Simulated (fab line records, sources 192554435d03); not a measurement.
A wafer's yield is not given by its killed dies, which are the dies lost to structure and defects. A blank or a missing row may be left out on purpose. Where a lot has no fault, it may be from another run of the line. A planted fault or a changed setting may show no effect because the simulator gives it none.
Split-lot experiment | flow n5Finfet | on a route of 1938 steps: 7 lots, 21 wafers read

## ABOUT THE SPLIT
At N5_BEOL_M6_HM_DEP_02 (deposits TiN, target thk 20 nm), the setting targetThkA was moved away from the recipe's 200 angstrom on 12 of the 21 wafers read, by -9.2% to +8.9%. The other wafers ran this setting at the recipe's value.

## FROM THE SPLIT TO THE READING: what the file shows between them, 4 steps
- N5_BEOL_M6_COAT_59: time 60 s, resist thk 100 nm
- N5_BEOL_M6_COAT_60: time 60 s, resist thk 35 nm
- N5_BEOL_M6_STRIP_68: strips in N2/H2
- N5_BEOL_M6_STRIP_67: strips in CF4

## THE READING
etch.depthNm (the simulator's own value, which no gauge read), in nm, at N5_BEOL_M6_HM_OPEN_17 (chemistry Cl2/BCl3, target TiN, target depth 20 nm, overetch 6 nm). The file does not state a usual value for it. Here, 9 wafers ran the recipe; their average is 19.87 nm with a standard deviation of 0.33 nm.

wafer  | tool, chamber at the split | targetThkA as run, angstrom | against the recipe | etch.depthNm, nm | against lot-mates on the recipe
L079.2 | pvdSputter-01, -           | 213                         | +6.5%              | 21.07            | no lot-mate on the recipe
L079.5 | pvdSputter-01, -           | 213                         | +6.5%              | 21.17            | no lot-mate on the recipe
L079.6 | pvdSputter-01, -           | 213                         | +6.5%              | 21.31            | no lot-mate on the recipe
L081.1 | pvdSputter-02, -           | 209.6                       | +4.8%              | 20.63            | +0.59
L081.3 | pvdSputter-02, -           | 200                         | recipe             | 20.04            | -
L081.5 | pvdSputter-02, -           | 209.6                       | +4.8%              | 21.05            | +1.01
L083.1 | pvdSputter-01, -           | 200                         | recipe             | 20.31            | -
L083.3 | pvdSputter-01, -           | 181.6                       | -9.2%              | 17.94            | -2.37
L083.4 | pvdSputter-01, -           | 181.6                       | -9.2%              | 18.56            | -1.75
L084.2 | pvdSputter-01, -           | 200                         | recipe             | 19.66            | -
L084.5 | pvdSputter-01, -           | 200                         | recipe             | 19.37            | -
L084.6 | pvdSputter-01, -           | 200                         | recipe             | 19.5             | -
L091.2 | pvdSputter-02, -           | 200                         | recipe             | 20.15            | -
L091.4 | pvdSputter-02, -           | 200                         | recipe             | 19.79            | -
L091.6 | pvdSputter-02, -           | 190.9                       | -4.5%              | 18.86            | -1.11
L094.1 | pvdSputter-01, -           | 200                         | recipe             | 20.33            | -
L094.2 | pvdSputter-01, -           | 193.1                       | -3.4%              | 19.19            | -1.14
L094.3 | pvdSputter-01, -           | 193.1                       | -3.4%              | 19.33            | -1.00
L095.1 | pvdSputter-01, -           | 217.7                       | +8.9%              | 22.13            | +2.45
L095.2 | pvdSputter-01, -           | 200                         | recipe             | 19.68            | -
L095.3 | pvdSputter-01, -           | 217.7                       | +8.9%              | 21.92            | +2.24

FIT RESULTS
A straight line over all 21 wafers: etch.depthNm changes by +0.204 nm for each +1% of targetThkA; r = +0.96; the points scatter about the line by 0.29 nm.
The same after taking each lot's own level away (the mean of its wafers on the recipe; 18 wafers): +0.239 nm for each +1%; r = +0.98; scatter 0.24 nm.
The reading moves by 2.2 nm for the largest change in targetThkA, on that fit.
Measured against the standard deviation above, the lots' own levels, which go from 19.510 to 20.330 nm, span 2.5 times it.
Thus the slope moves with the lot-to-lot level: the two fits are different.
Check: for one of the wafers moved furthest among these (-9.2%), held out of the fit, the line's prediction against its lot-mates is -2.17 nm. It came out at -2.37 nm against them.

## ADDITIONAL SPLITS CARRIED BY THESE WAFERS
Before the reading, these wafers also passed through other splits. Each is held against what the fit with the lots' levels taken away leaves over:
other split on the same wafers  | wafers away from the commonest value | r with etch.depthNm (lot level and that fit taken away)
N5_BEOL_M4_TRENCH_ETCH_37 timeS | 8                                    | +0.63
N5_BEOL_M5_COAT_66 spinRpm      | 10                                   | -0.31
N5_BEOL_M5_COAT_74 spinRpm      | 7                                    | +0.23

## THE WHOLE CHAIN: every reading that the file lists as answering this split, in the file's order
step                  | what it does                                                      | reading                                                                         | change (the file's fit)               | r (the file's)
N5_BEOL_M6_HM_DEP_02  | deposits TiN, target thk 20 nm                                    | TiN_of_BEOL_M6_HM_DEP_02.thkNm (the simulator's own value, which no gauge read) | +0.249 nm for each +1% of the setting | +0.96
N5_BEOL_M6_HM_OPEN_17 | chemistry Cl2/BCl3, target TiN, target depth 20 nm, overetch 6 nm | etch.depthNm (the simulator's own value, which no gauge read)                   | +0.239 nm for each +1% of the setting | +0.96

## FILE'S OWN FIT
etch.depthNm changes by +0.239 nm for each +1% of targetThkA, r = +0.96.
